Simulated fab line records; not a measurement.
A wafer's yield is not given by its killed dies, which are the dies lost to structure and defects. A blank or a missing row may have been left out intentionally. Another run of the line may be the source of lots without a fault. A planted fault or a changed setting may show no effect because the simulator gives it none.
fab line records	flow nand-harc
[record] lots = 13	wafers = 39	last-day = 34
route steps=1302 shown A_CHANNEL_FILL_D2@632 THIN_TSV@1275 END@1302
lots that met no fault: from a run of the same line without faults
start-h: the number of hours between the record's first day and the start of the first shown wafer of the lot	wait-h: how many hours have passed since the lot's step before this one	" unchanged from the row above	L1.1+2: a row that stands for several wafers	- no value, or no start given	* or withheld: withheld	< > ~ a bound
route shown NAME@n: NAME is a module with steps in the file, n the number in the route of the first one	usual: mean and standard deviation over wafers with no fault	same: alike in all rows	chamber/n: place in a boat	sites: per-site readings	_std_site: standard deviation of those values	_edge_site: mean of outer sites minus mean of inner sites	radius-mm: for every site, how far away it sits from the centre of the wafer	mask NAME#n: copy n	behind: tool/chamber where the wafer was last shaped	hold: why the lot was held/for how many hours/how that ended	device: whichever transistor did not switch (one of n, p or np)	end of line: the same wafers' tests at the end of the route	for a step that has no rows: nothing shown but its recipe	killed: not the wafer's yield, but the dies lost to structure and defects at the first sort	map: per-die view of a wafer (x killed, . not killed, _ where there is no die)
set.NAME: setting as actually run; set.NAME@STEP: the setting as run at that earlier step	model.NAME: the simulator's own value behind a step, which no gauge read
a sample of lots followed through the steps of the route, with each step as a table and each wafer as a row
services: the hour from which a tool's chamber was out of use, counted from the record's first day as start-h (under 0 if before that day), plus the number of hours and why
[[steps]]
[step NHARC_A_CHANNEL_FILL_D2_CVD_09]
[recipe] target-thk-a = 1500	temp-c = 620	pressure-mtorr = 200	time-s = 3000	material = poly-Si
[usual] spike-tc-centre-C = 620.3/1.2	tube-center-temp-C = 619.99/0.056
lot.wafer	tool	chamber	start-h	wait-h	spike-tc-centre-C	tube-center-temp-C
L236.1	lpcvd-poly-03	0	349.79	2.3	621.5	619.97
L236.3	"	0	"	"	620.8	620.03
L236.5	"	0	"	"	619.6	620.06
L237.1	lpcvd-poly-02	0	362.43	2.4	619.5	619.88
L237.2	"	0	"	"	620.7	620
L237.4	"	0	"	"	618.7	619.93
L238.1	lpcvd-poly-03	0	375.89	2.3	620.6	619.94
L238.4	"	0	"	"	619.4	620.09
L238.5	"	0	"	"	619.6	619.96
L240.3	lpcvd-poly-04	0	396.66	2.7	620.9	619.91
L240.5	"	0	"	"	619.5	620.02
L240.6	"	0	"	"	622.1	620.02
L242.3	lpcvd-poly-02	0	399.16	1.6	619.9	620.08
L242.5	"	0	"	"	619.9	620.11
L242.6	"	0	"	"	618.4	619.93
L243.3	lpcvd-poly-02	0	399.16	2.4	619.8	619.98
L243.4	"	0	"	"	619.3	619.96
L243.5	"	0	"	"	620.4	620.04
L244.1	lpcvd-poly-04	0	435.78	2.3	622.7	620.04
L244.2	"	0	"	"	619.9	620.03
L244.3	"	0	"	"	621.1	620
L247.2	lpcvd-poly-03	0	457.09	2.3	621.2	619.93
L247.4	"	0	"	"	621.0	620.01
L247.6	"	0	"	"	620.2	620.03
L251.1	lpcvd-poly-03	0	498.71	2.9	618.7	620.01
L251.2	"	0	"	"	619.3	619.99
L251.6	"	0	"	"	619.4	619.95
L255.2	lpcvd-poly-03	0	537.80	2.3	621.3	619.95
L255.3	"	0	"	"	618.7	619.95
L255.5	"	0	"	"	621.2	620
L256.2	lpcvd-poly-03	0	537.80	2.3	621.2	619.89
L256.3	"	0	"	"	619.2	620.07
L256.4	"	0	"	"	619.5	620.12
L257.1	lpcvd-poly-02	0	560.38	2.4	620.9	620.02
L257.2	"	0	"	"	618.1	619.93
L257.3	"	0	"	"	620.2	619.91
L259.2	lpcvd-poly-02	0	592.48	2.4	619.4	620.07
L259.4	"	0	"	"	620.1	619.98
L259.6	"	0	"	"	619.7	619.88
[step NHARC_THIN_TSV_ANNEAL_52]
[recipe] temp-c = 225	time-s = 90
[usual] wafer_temp_C_max = 225.84/0.19
lot.wafer	tool	chamber	start-h	wait-h	wafer_temp_C_max
L236.1	rtp-anneal-01	0	554.42	0.6	225.79
L236.3	"	0	"	"	225.30
L236.5	"	0	"	"	226.00
L237.1	rtp-anneal-01	0	562.82	0.6	225.87
L237.2	"	0	"	"	225.97
L237.4	"	0	"	"	226.01
L238.1	rtp-anneal-01	0	578.80	0.6	225.70
L238.4	"	0	"	"	225.73
L238.5	"	0	"	"	225.91
L243.3	rtp-anneal-02	0	609.56	0.5	226.11
L243.4	"	0	"	"	226.02
L243.5	"	0	"	"	225.78
L240.3	rtp-anneal-02	0	610.65	0.4	226.09
L240.5	"	0	"	"	226.02
L240.6	"	0	"	"	225.83
L242.3	rtp-anneal-01	0	618.29	0.4	225.88
L242.5	"	0	"	"	225.93
L242.6	"	0	"	"	225.69
L244.1	rtp-anneal-01	0	638.51	0.5	225.81
L244.2	"	0	"	"	226.32
L244.3	"	0	"	"	226.08
L247.2	rtp-anneal-02	0	643.38	0.6	225.80
L247.4	"	0	"	"	225.97
L247.6	"	0	"	"	225.90
L251.1	rtp-anneal-02	0	696.19	0.6	226.03
L251.2	"	0	"	"	225.68
L251.6	"	0	"	"	225.47
L255.2	rtp-anneal-01	0	738.28	0.6	225.90
L255.3	"	0	"	"	225.86
L255.5	"	0	"	"	225.59
L256.2	rtp-anneal-01	0	760.00	0.7	225.81
L256.3	"	0	"	"	226.05
L256.4	"	0	"	"	225.68
L257.1	rtp-anneal-01	0	761.18	0.5	225.75
L257.2	"	0	"	"	225.83
L257.3	"	0	"	"	225.58
L259.2	rtp-anneal-01	0	795.48	0.6	225.77
L259.4	"	0	"	"	226.01
L259.6	"	0	"	"	225.97
[step NHARC_THIN_TSV_CD_MEAS_33]
[recipe] target-cd-nm = 5000	landing-energy-ev = 500
[usual] cd-nm = 4999.6/1.4
lot.wafer	tool	chamber	start-h	wait-h	cd-nm
L236.1	cd-sem-03	0	556.35	-	5000.2
L236.3	"	0	"	"	5000.7
L236.5	"	0	"	"	5002.1
L237.1	cd-sem-01	0	564.77	-	4997.5
L237.2	"	0	"	"	4998.1
L237.4	"	0	"	"	4997.8
L238.1	cd-sem-03	0	580.76	-	5000.1
L238.4	"	0	"	"	4999.8
L238.5	"	0	"	"	5001.2
L243.3	cd-sem-02	0	611.30	-	4997.6
L243.4	"	0	"	"	5000.2
L243.5	"	0	"	"	4999.7
L240.3	cd-sem-01	0	612.39	-	4998.7
L240.5	"	0	"	"	4998.7
L240.6	"	0	"	"	5000.4
L242.3	cd-sem-03	0	620.01	-	4998.2
L242.5	"	0	"	"	5000.5
L242.6	"	0	"	"	4997.9
L244.1	cd-sem-02	0	640.45	-	5001.6
L244.2	"	0	"	"	5002.1
L244.3	"	0	"	"	5000.7
L247.2	cd-sem-03	0	645.27	-	5000.1
L247.4	"	0	"	"	5002.5
L247.6	"	0	"	"	5000.0
L251.1	cd-sem-03	0	698.12	-	4997.0
L251.2	"	0	"	"	4999.2
L251.6	"	0	"	"	5000.2
L255.2	cd-sem-02	0	740.20	-	4999.4
L255.3	"	0	"	"	5000.2
L255.5	"	0	"	"	4999.5
L256.2	cd-sem-02	0	761.89	-	4999.1
L256.3	"	0	"	"	5000.4
L256.4	"	0	"	"	4998.9
L257.1	cd-sem-02	0	763.09	-	5001.4
L257.2	"	0	"	"	4999.9
L257.3	"	0	"	"	4999.1
L259.2	cd-sem-01	0	797.24	-	4999.4
L259.4	"	0	"	"	5000.2
L259.6	"	0	"	"	5001.1
[step NHARC_THIN_TSV_DESCUM_35]
[recipe] time-s = 3	o2-flow-sccm = 200	ar-flow-sccm = 0	bias-power-w = 0	chemistry = O2
[usual] drypump-motor-current-A = 5.5/0.4	oes-product-au = 0.997/0.0074	rf-vpp-V = 57.8/0.84	showerhead-plenum-p-Torr = 1.91/0.073	throttle-valve-pct = 11.311/0.0095
lot.wafer	tool	chamber	start-h	wait-h	drypump-motor-current-A	oes-product-au	rf-hours-counter-h	rf-vpp-V	showerhead-plenum-p-Torr	throttle-valve-pct
L236.1	rie-diel-12	1	556.51	-	5.9	0.990	6.0	57.3	1.95	11.326
L236.3	"	2	"	"	5.5	0.990	5.8	57.3	1.78	11.320
L236.5	"	2	"	"	5.5	0.995	-	59.8	1.78	11.300
L237.1	rie-diel-10	0	564.94	-	5.5	0.999	6.0	57.4	1.94	11.306
L237.4	"	1	"	"	6.1	0.996	8.1	57.9	1.85	11.310
L237.2	"	2	"	"	6.1	1.001	9.7	58.4	2.03	11.291
L238.1	rie-diel-12	2	580.92	-	5.5	0.996	6.5	56.8	1.78	11.307
L238.4	"	1	"	"	6.0	1.001	6.7	58.7	1.95	11.315
L238.5	"	3	"	"	5.8	0.992	-	58.1	1.92	11.307
L243.3	rie-diel-12	3	611.47	-	5.8	0.996	7.7	58.4	1.92	11.313
L243.4	"	1	"	"	5.9	0.975	7.9	59.0	1.95	11.319
L243.5	"	2	"	"	5.5	0.986	-	56.7	1.78	11.303
L240.3	rie-diel-12	3	612.54	-	5.9	0.989	7.7	56.3	1.92	11.312
L240.6	"	3	"	"	5.8	0.996	-	58.0	1.92	11.320
L240.5	"	0	"	"	5.4	1.005	-	58.2	1.87	11.294
L242.3	rie-diel-11	3	620.16	-	5.5	1.005	0	57.5	1.89	11.314
L242.6	"	3	"	"	5.5	0.995	-	59.0	1.89	11.315
L242.5	"	0	"	"	4.9	1.004	-	59.1	1.98	11.324
L244.2	rie-diel-12	2	640.61	-	5.5	1.012	0.9	56.3	1.78	11.306
L244.1	"	0	"	"	5.4	1.010	0.6	58.7	1.87	11.317
L244.3	"	1	"	"	5.9	1.006	0.7	58.5	1.95	11.318
L247.2	rie-diel-11	1	645.42	-	4.7	0.993	1.1	58.4	1.98	11.301
L247.4	"	0	"	"	4.9	1.007	1.0	57.9	1.98	11.313
L247.6	"	1	"	"	4.7	0.986	-	57.5	1.98	11.306
L251.2	rie-diel-12	0	698.28	-	5.4	0.995	3.1	57.2	1.87	11.302
L251.1	"	1	"	"	5.9	1.000	3.0	58.7	1.95	11.312
L251.6	"	0	"	"	5.4	0.992	-	57.2	1.87	11.312
L255.3	rie-diel-10	0	740.37	-	5.5	0.991	6.9	59.1	1.93	11.320
L255.2	"	1	"	"	6.0	0.995	8.1	57.7	1.84	11.324
L255.5	"	3	"	"	5.6	1.000	-	58.1	1.96	11.327
L256.4	rie-diel-10	3	762.05	-	5.6	1.000	8.5	57.8	1.96	11.309
L256.2	"	0	"	"	5.5	0.991	9.2	57.8	1.93	11.306
L256.3	"	2	"	"	6.1	0.996	9.7	57.7	2.03	11.303
L257.3	rie-diel-12	0	763.25	-	5.4	1.001	5.8	59.1	1.87	11.316
L257.2	"	2	"	"	5.5	1.000	6.1	57.5	1.78	11.313
L257.1	"	3	"	"	5.8	1.000	4.7	57.6	1.92	11.310
L259.2	rie-diel-11	2	797.43	-	5.7	1.016	0.1	57.3	1.80	11.315
L259.4	"	3	"	"	5.5	1.009	0.1	57.0	1.88	11.308
L259.6	"	0	"	"	4.9	0.995	-	58.2	1.98	11.316
[step NHARC_END_SORT_01]
[recipe] temp-c = 25
[usual] killed-at-array = 54/23	killed-at-other = 1.2/1.5	killed-at-periphery = 3.9/2.5	killed-dies = 59/23	killed-open = 3.2/1.7	killed-short = 2.4/1.6
[same] gross-dies = 677
lot.wafer	tool	chamber	start-h	wait-h	killed-at-array	killed-at-other	killed-at-periphery	killed-dies	killed-open	killed-short
L247.2	prober-01	0	657.94	2.8	19	2	6	27	3	2
L247.4	prober-01	0	659.54	3.4	18	2	3	23	2	1
L255.2	prober-01	0	750.73	2.8	150	0	6	156	5	2
L255.3	prober-01	0	751.54	3.1	163	2	1	166	4	3
L255.5	prober-01	0	753.15	3.7	144	0	1	145	1	1
L256.2	prober-02	0	771.84	2.8	163	0	5	168	4	1
L256.3	prober-02	0	772.64	3.1	146	1	2	149	1	2
L256.4	prober-02	0	773.44	3.4	149	0	2	151	3	1
// killed by level:class
L247.2 A_STAIRCASE:chamber-film-flake=5 A_CHANNEL_HOLE_D1:chamber-film-flake=4 P_CONTACT:chamber-film-flake=2 A_CONTACT:chamber-film-flake=2 P_CONTACT:geometric-particle:open=1 A_ONON_D1:geometric-particle:short=1 A_CHANNEL_HOLE_D1:geometric-particle:short=1 A_DECK1_JOINT:geometric-particle:open=1
L247.4 A_CHANNEL_HOLE_D1:chamber-film-flake=8 A_STAIRCASE:chamber-film-flake=3 P_CONTACT:chamber-film-flake=2 THIN_TSV:chamber-film-flake=2 A_ONON_D1:geometric-particle:open=1 A_CHANNEL_HOLE_D2:geometric-particle:short=1 A_M0:geometric-particle:open=1 P_STI:chamber-film-flake=1
L255.2 A_CHANNEL_FILL_D2:unspecified=98 A_SLIT:chamber-film-flake=28 A_CHANNEL_HOLE_D1:chamber-film-flake=10 A_CONTACT:chamber-film-flake=9 P_STI:chamber-film-flake=2 P_GATE:geometric-particle:short=1 P_CONTACT:geometric-particle:short=1 P_CONTACT:geometric-particle:open=1
L255.3 A_CHANNEL_FILL_D2:unspecified=113 A_SLIT:chamber-film-flake=28 A_CHANNEL_HOLE_D1:chamber-film-flake=7 A_CONTACT:chamber-film-flake=7 A_SGD_CUT:geometric-particle:short=2 THIN_TSV:chamber-film-flake=2 A_SOURCE_PLATE:geometric-particle:open=1 A_ONON_D1:geometric-particle:open=1
L255.5 A_CHANNEL_FILL_D2:unspecified=99 A_SLIT:chamber-film-flake=24 A_CHANNEL_HOLE_D1:chamber-film-flake=11 A_CONTACT:chamber-film-flake=5 A_DECK1_JOINT:chamber-film-flake=2 A_CHANNEL_FILL_D2:geometric-particle:short=1 A_M1:geometric-particle:open=1 P_STI:chamber-film-flake=1
L256.2 A_CHANNEL_FILL_D2:unspecified=106 A_CHANNEL_HOLE_D2:chamber-film-flake=21 A_SLIT:chamber-film-flake=12 A_CHANNEL_HOLE_D1:chamber-film-flake=7 A_CONTACT:chamber-film-flake=7 A_ONON_D1:geometric-particle:open=2 P_GATE:chamber-film-flake=2 A_CHANNEL_FILL_D1:chamber-film-flake=2
L256.3 A_CHANNEL_FILL_D2:unspecified=105 A_CHANNEL_HOLE_D2:chamber-film-flake=17 A_SLIT:chamber-film-flake=7 A_CHANNEL_HOLE_D1:chamber-film-flake=5 A_SGD_CUT:chamber-film-flake=5 A_CHANNEL_FILL_D2:geometric-particle:short=2 P_GATE:chamber-film-flake=2 A_CONTACT:chamber-film-flake=2
L256.4 A_CHANNEL_FILL_D2:unspecified=109 A_CHANNEL_HOLE_D2:chamber-film-flake=21 A_CHANNEL_HOLE_D1:chamber-film-flake=6 A_SGD_CUT:chamber-film-flake=4 A_CONTACT:chamber-film-flake=3 P_M1:chamber-film-flake=2 A_SLIT:chamber-film-flake=2 A_CHANNEL_HOLE_D1:geometric-particle:short=1
[[services]]
tool	chamber	start-h	hours	kind
rie-diel-12	-	335.32	3.6	repair
rie-diel-10	2	346.46	3.2	repair
rie-diel-12	1	354.04	11.7	repair
rie-diel-11	0	356.24	16.3	repair
rtp-anneal-01	-	372.00	12.0	pm
lpcvd-poly-03	-	386.00	26.0	pm
rie-diel-12	-	390.88	3.5	repair
rie-diel-10	-	419.50	9.0	pm
rie-diel-11	-	432.50	9.0	pm
rie-diel-12	-	445.56	9.0	pm
rie-diel-11	3	446.23	9.7	repair
rie-diel-12	-	459.42	0.6	repair
rie-diel-10	-	463.96	0.7	repair
rie-diel-10	1	469.25	1.5	repair
rie-diel-10	0	521.51	6.7	repair
rie-diel-10	0	536.80	5.3	repair
rie-diel-10	2	552.92	4.8	repair
rie-diel-10	2	585.67	2.0	repair
rie-diel-12	0	592.99	12.1	repair
rie-diel-12	-	622.56	9.0	pm
lpcvd-poly-03	-	675.85	3.3	repair
rie-diel-12	3	725.48	25.9	repair
rtp-anneal-02	-	744.00	12.0	pm
rie-diel-12	3	797.16	7.3	repair
[[key]]
[first-sign] step = NHARC_END_SORT_01	reading = killed-at-array	direction = up	sigmas = 4.3	usual = 54	struck = 152
[effect] step = NHARC_END_SORT_01	reading = killed-dies	direction = up	sigmas = 4.2	usual = 59	struck = 156
[more-kills-born-at] NHARC_A_CHANNEL_FILL_D2_CVD_09@lpcvd-poly-03 = 630
met-at NHARC_A_CHANNEL_FILL_D2_CVD_09
struck-lots L255,L256
tester-left-out L255,L256
not-acting-at NHARC_THIN_TSV_ANNEAL_52,NHARC_THIN_TSV_CD_MEAS_33,NHARC_THIN_TSV_DESCUM_35
onset-between 498.71 537.80
[fault] kind = chamber-particle-source	tool = lpcvd-poly-03	chamber = -	onset-h = 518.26	steps = NHARC_A_CHANNEL_FILL_D2_CVD_09	rate-per-visit-cm2 = 2.0682	end-h = 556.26
// tester-left-out: of these lots the tester's yield and bins aren't shown, on N5 and GAA mostly nor the transistor test; their killed dies are dies lost to structure and defects alone, not to doping, threshold or leakage, so they don't give the yield
